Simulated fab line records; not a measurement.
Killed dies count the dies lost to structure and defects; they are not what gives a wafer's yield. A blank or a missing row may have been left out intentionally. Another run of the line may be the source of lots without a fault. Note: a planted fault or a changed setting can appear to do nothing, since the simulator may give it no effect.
Comparing a struck lot with a sound one ; flow n5-finfet ; 20 out of 1938 route steps
Sound: wafers L445.1, L445.2, L445.6. Wafers L439.2, L439.4, L439.5 were the ones struck. At the end, the cause is stated.
Per side, at each step with rows, come the tool, then ch with its chambers, and then its first start. Under that, the readings that differ: sound wafers ; struck wafers ; difference of the means ; sigmas: that difference in standard deviations of wafers without a fault.
alike: readings with means less than 2 such deviations apart, plus words and numbers identical on both sides. not compared: withheld readings, readings lacking a value on some wafer, bounds such as >300 that could conceal the same value, and numbers that have no deviation in the record and whose values overlap.
Wherever a step has rows on one side only, a row that says differs or no value, or a row with sigmas, the two part there. When numbers do not overlap yet have no deviation, they are printed without sigmas and do not part them. A reading that every wafer of one side lacks parts them only if that side has two wafers or more.

first, 9 steps without rows for these wafers: N5_BEOL_M7_ILD_DEP_00 (deposits SiCOH lowk from DEMS/porogen, target thk 179.75 nm, time 33.4 s); N5_BEOL_M7_CURE_74 (cures SiCOH lowk, time 240 s); N5_BEOL_M7_PECVD_70 (deposits SiO2 from TEOS/O2, target thk 20 nm, time 22.7 s); N5_BEOL_M7_HM_DEP_02 (deposits TiN, target thk 20 nm); N5_BEOL_M7_COAT_59 (time 60 s, resist thk 100 nm); N5_BEOL_M7_COAT_60 (time 60 s, resist thk 35 nm); N5_BEOL_M7_COAT_05 (resist thk 90 nm); N5_BEOL_M7_EBR_07; N5_BEOL_M7_SOFTBAKE_06 (time 60 s).
N5_BEOL_M7_EXPOSE_08: exposes mask M7.
  sound on arfi-scanner-03 ch 0, day 13 02:42; struck on arfi-scanner-01 ch 0, day 11 18:47
reading;sound;struck;difference;sigmas
exposure-dose-mJ-cm2;68.30 68.22 68.29;69.50 69.57 69.60;+1.29;+17
stage-vel-mm-s (mm/s);498.96 499.88 499.95;500.26 500.23 500.44;+0.71;+3
  alike: mask, reticle-temp-C
then, 3 steps without rows for these wafers: N5_BEOL_M7_PEB_09 (peb time 60 s); N5_BEOL_M7_DEVELOP_10 (develop time 30 s); N5_BEOL_M7_DESCUM_16 (chemistry O2, time 7.9 s).
N5_BEOL_M7_ETCH_61: etches SiARC in CF4, target depth 45.5 nm, time 75.8 s.
  sound on rie-diel-06 ch 2,3, day 13 02:57; struck on rie-diel-05 ch 2,3, day 11 19:02
  alike: drypump-motor-current-A, etch-rf-on-time-s, oes-product-au, rf-vpp-V, showerhead-plenum-p-Torr, throttle-valve-pct
  not compared: rf-hours-counter-h, model.BEOL_M7.cd-offset-nm
then, 3 steps without rows for these wafers: N5_BEOL_M7_ETCH_62 (etches SOC in N2/H2, target depth 110 nm, overetch 22 nm, time 165 s); N5_BEOL_M7_STRIP_68 (strips in N2/H2); N5_BEOL_M7_STRIP_67 (strips in CF4).
N5_BEOL_M7_HM_OPEN_17: chemistry Cl2/BCl3, target TiN, target depth 20 nm, overetch 6 nm.
  sound on rie-metal-03 ch 0,1, day 13 03:11; struck on rie-metal-02 ch 0,1, day 11 19:17
  alike: bcl3-flow-sccm, drypump-motor-current-A, he-backside-leak-sccm, oes-product-au, throttle-valve-pct
  not compared: rf-hours-counter-h, model.BEOL_M7.cd-offset-nm
then, 1 step without rows for these wafers: N5_BEOL_M7_STRIP_19 (strips in O2).
-- a jump in the record: the struck wafers' starts before and after are 3 days apart (it breaks off in module BEOL_M7 and resumes in module PASSIVATION, where the first step shown is number 1936 of the route) --
N5_PASSIVATION_PROBE_49:
  sound: prober-02 at day 16 00:48; struck: prober-01 at day 15 00:35
reading;sound;struck;difference;sigmas
killed-at-front-end;29 32 28;76 62 44;+31;+3
  alike: defect-limited-yield, killed_at_M0_to_M3, killed_at_M4_up, killed-at-contacts, killed-at-other, killed-dies, killed-on-rim, killed-open, killed-short, sort_bin_5_function, sort_bin_6_memory, sort-n-pass, sort-yield-pct

## WHERE THEY PART
At N5_BEOL_M7_EXPOSE_08 first; at N5_PASSIVATION_PROBE_49 last (within this record only).

WHY: what the simulator had put in
Process parameters drifting: arfi-scanner-01 at N5_BEOL_M7_EXPOSE_08, beginning at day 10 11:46. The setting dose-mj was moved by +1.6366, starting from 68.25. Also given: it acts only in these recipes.
